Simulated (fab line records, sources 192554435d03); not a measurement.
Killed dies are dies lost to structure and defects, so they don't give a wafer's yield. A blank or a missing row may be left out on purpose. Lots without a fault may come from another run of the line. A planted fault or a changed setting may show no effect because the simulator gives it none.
Which tool did it? | flow n5_finfet | 24 lots, 72 wafers sampled, at 3 steps of a route of 1938

WHAT THE GAUGES READ, wafer by wafer
N5_BEOL_M4_CD_MEAS_18: pitch 36 nm, target cd 18 nm.
lot  | measured     | on        | cd_nm (nm)
L074 | day 7 11:10  | cd_sem-03 | 17.5 17.7 17.5
L075 | day 7 15:51  | cd_sem-02 | 17.5 18.0 17.2
L076 | day 7 17:05  | cd_sem-03 | 18.8 17.6 18.2
L077 | day 8 01:50  | cd_sem-03 | 18.0 18.1 18.4
L079 | day 8 12:28  | cd_sem-01 | 17.6 18.4 18.0
L078 | day 8 19:06  | cd_sem-01 | 17.5 18.2 17.8
L080 | day 9 01:24  | cd_sem-03 | 19.0 17.7 18.0
L081 | day 9 07:37  | cd_sem-03 | 17.7 17.7 18.1
L082 | day 9 14:47  | cd_sem-01 | 17.9 17.9 18.1
L083 | day 9 22:16  | cd_sem-02 | 17.9 18.5 17.9
L084 | day 10 03:29 | cd_sem-02 | 18.0 18.8 17.9
L085 | day 10 03:37 | cd_sem-01 | 18.0 18.0 17.8
L086 | day 10 16:34 | cd_sem-02 | 18.4 18.1 18.4
L087 | day 11 10:56 | cd_sem-01 | 17.8 18.3 18.3
L088 | day 11 11:56 | cd_sem-03 | 17.7 17.7 17.8
L090 | day 12 02:04 | cd_sem-02 | 18.7 18.4 18.5
L089 | day 12 02:49 | cd_sem-02 | 18.6 18.7 18.1
L091 | day 12 06:28 | cd_sem-03 | 18.1 17.8 18.8
L092 | day 12 07:09 | cd_sem-01 | 17.6 18.1 18.3
L094 | day 12 08:56 | cd_sem-03 | 18.0 18.8 18.0
L093 | day 12 13:06 | cd_sem-02 | 18.9 18.2 18.4
L095 | day 12 16:48 | cd_sem-02 | 17.7 17.3 18.1
L096 | day 13 23:57 | cd_sem-01 | 18.4 18.3 18.8
L097 | day 14 01:50 | cd_sem-03 | 17.6 18.2 17.7

N5_BEOL_M4_INSPECT_30: inspects for defects (brightfield).
lot  | measured     | on                | raw_defect_count
L074 | day 7 11:43  | defect_inspect-01 | 373 338 381
L075 | day 7 16:16  | defect_inspect-01 | 357 261 298
L076 | day 7 17:29  | defect_inspect-02 | 390 379 510
L077 | day 8 02:22  | defect_inspect-02 | 300 340 464
L079 | day 8 12:52  | defect_inspect-01 | 460 493 384
L078 | day 8 19:38  | defect_inspect-02 | 399 463 466
L080 | day 9 01:56  | defect_inspect-01 | 562 354 429
L081 | day 9 08:02  | defect_inspect-02 | 546 460 584
L082 | day 9 15:12  | defect_inspect-01 | 462 367 389
L083 | day 9 22:40  | defect_inspect-02 | 526 497 585
L084 | day 10 04:01 | defect_inspect-02 | 358 376 392
L085 | day 10 04:11 | defect_inspect-01 | 339 512 377
L086 | day 10 16:58 | defect_inspect-01 | 400 479 349
L087 | day 11 11:28 | defect_inspect-02 | 396 314 358
L088 | day 11 12:20 | defect_inspect-02 | 386 335 425
L090 | day 12 02:35 | defect_inspect-02 | 403 581 554
L089 | day 12 03:16 | defect_inspect-02 | 394 389 272
L091 | day 12 06:52 | defect_inspect-02 | 505 465 483
L092 | day 12 07:46 | defect_inspect-02 | 452 311 440
L094 | day 12 09:29 | defect_inspect-02 | 451 328 465
L093 | day 12 13:38 | defect_inspect-02 | 379 389 389
L095 | day 12 17:20 | defect_inspect-02 | 404 292 315
L096 | day 14 00:21 | defect_inspect-02 | 494 501 495
L097 | day 14 02:22 | defect_inspect-02 | 348 347 334

WHICH TOOL RAN EACH LOT (tool, then ch and the chambers of the sampled wafers, then the start)
lot  | N5_BEOL_M4_ETCH_64
L074 | rie_diel-01 ch 0,3, day 7 10:49
L075 | rie_diel-02 ch 0,2,3, day 7 15:16
L076 | rie_diel-01 ch 0,2,3, day 7 16:44
L077 | rie_diel-02 ch 0,1, day 8 01:28
L079 | rie_diel-01 ch 0,1,2, day 8 12:04
L078 | rie_diel-01 ch 1,2,3, day 8 18:38
L080 | rie_diel-01 ch 0,1,2, day 9 01:02
L081 | rie_diel-01 ch 0,1, day 9 07:16
L082 | rie_diel-01 ch 0,1,3, day 9 14:25
L083 | rie_diel-01 ch 0,1,3, day 9 21:55
L084 | rie_diel-04 ch 1,2, day 10 03:02
L085 | rie_diel-01 ch 0,1,2, day 10 03:16
L086 | rie_diel-04 ch 0,2, day 10 16:08
L087 | rie_diel-01 ch 1,3, day 11 10:34
L088 | rie_diel-04 ch 0,2,3, day 11 11:35
L090 | rie_diel-01 ch 0,1,2, day 12 01:26
L089 | rie_diel-01 ch 0,3, day 12 02:27
L091 | rie_diel-02 ch 1,2, day 12 05:53
L092 | rie_diel-01 ch 0,2, day 12 06:31
L094 | rie_diel-02 ch 0,1,2, day 12 08:22
L093 | rie_diel-01 ch 1,2, day 12 12:29
L095 | rie_diel-02 ch 0,3, day 12 16:19
L096 | rie_diel-04 ch 1,3, day 13 23:33
L097 | rie_diel-02 ch 1,2,3, day 14 01:25
- N5_BEOL_M4_ETCH_64: etches SOC in N2/H2, target depth 75 nm, overetch 22.5 nm, time 121.9 s.

WHAT THE TOOLS THEMSELVES READ (means of the sampled wafers that have a number; where no wafer has one, the mark that the record gives instead)
N5_BEOL_M4_ETCH_64.
lot  | tool        | drypump_motor_current_A (A) | oes_product_au (a.u.) | rf_vpp_V (V) | showerhead_plenum_p_Torr (Torr) | throttle_valve_pct (%)
L074 | rie_diel-01 | 5.1                         | 0.59                  | 524.6        | 2.60                            | 17.56
L075 | rie_diel-02 | 6.2                         | 0.65                  | 523.1        | 2.49                            | 17.64
L076 | rie_diel-01 | 5.3                         | 0.61                  | 525.4        | 2.60                            | 17.59
L077 | rie_diel-02 | 5.9                         | 0.67                  | 522.7        | 2.47                            | 17.68
L079 | rie_diel-01 | 5.6                         | 0.64                  | 525.6        | 2.61                            | 17.51
L078 | rie_diel-01 | 5.3                         | 0.65                  | 525.6        | 2.58                            | 17.47
L080 | rie_diel-01 | 5.6                         | 0.64                  | 526.6        | 2.61                            | 17.53
L081 | rie_diel-01 | 5.6                         | 0.64                  | 526.0        | 2.61                            | 17.41
L082 | rie_diel-01 | 5.3                         | 0.61                  | 525.3        | 2.60                            | 17.49
L083 | rie_diel-01 | 5.3                         | 0.60                  | 525.2        | 2.59                            | 17.50
L084 | rie_diel-04 | 5.1                         | 0.64                  | 526.0        | 2.64                            | 17.71
L085 | rie_diel-01 | 5.6                         | 0.63                  | 524.7        | 2.60                            | 17.54
L086 | rie_diel-04 | 5.6                         | 0.66                  | 523.6        | 2.51                            | 17.64
L087 | rie_diel-01 | 5.1                         | 0.61                  | 524.9        | 2.57                            | 17.47
L088 | rie_diel-04 | 5.5                         | 0.66                  | 524.4        | 2.55                            | 17.68
L090 | rie_diel-01 | 5.6                         | 0.61                  | 525.5        | 2.60                            | 17.57
L089 | rie_diel-01 | 5.1                         | 0.56                  | 524.2        | 2.58                            | 17.62
L091 | rie_diel-02 | 5.7                         | 0.61                  | 521.3        | 2.46                            | 17.47
L092 | rie_diel-01 | 5.7                         | 0.57                  | 525.3        | 2.61                            | 17.71
L094 | rie_diel-02 | 6.0                         | 0.62                  | 522.3        | 2.46                            | 17.58
L093 | rie_diel-01 | 5.6                         | 0.64                  | 524.8        | 2.57                            | 17.57
L095 | rie_diel-02 | 6.2                         | 0.61                  | 523.0        | 2.47                            | 17.89
L096 | rie_diel-04 | 5.3                         | 0.66                  | 527.2        | 2.67                            | 17.70
L097 | rie_diel-02 | 5.9                         | 0.58                  | 521.9        | 2.47                            | 17.63

THE ANSWER, worked out from the rows above alone
Rule: what is usual is taken from the lots themselves. Put in order of their means at a reading, lots are off if they are a third of the lots or fewer, leave a main group of 4 or more, and stand apart from it by a gap of 3 or more times the standard deviation of the main group's means; of several such gaps the widest counts. A main group whose means are all the same, to the digits that the tables above print for the reading, isn't used. A lot without any number at a reading at which 4 lots or more have one is off too. The other lots that the step has rows for count as sound. The gauges are gone through in route order, then the tools' own readings, and for those a lot's mean is taken as printed above. The first step at which some lot is off is used, and at that step the reading that is off furthest; a lot without a number counts as furthest.
No lot is off at any reading shown: from this, nothing can be told.

WHAT THE SIMULATOR HAD PUT IN
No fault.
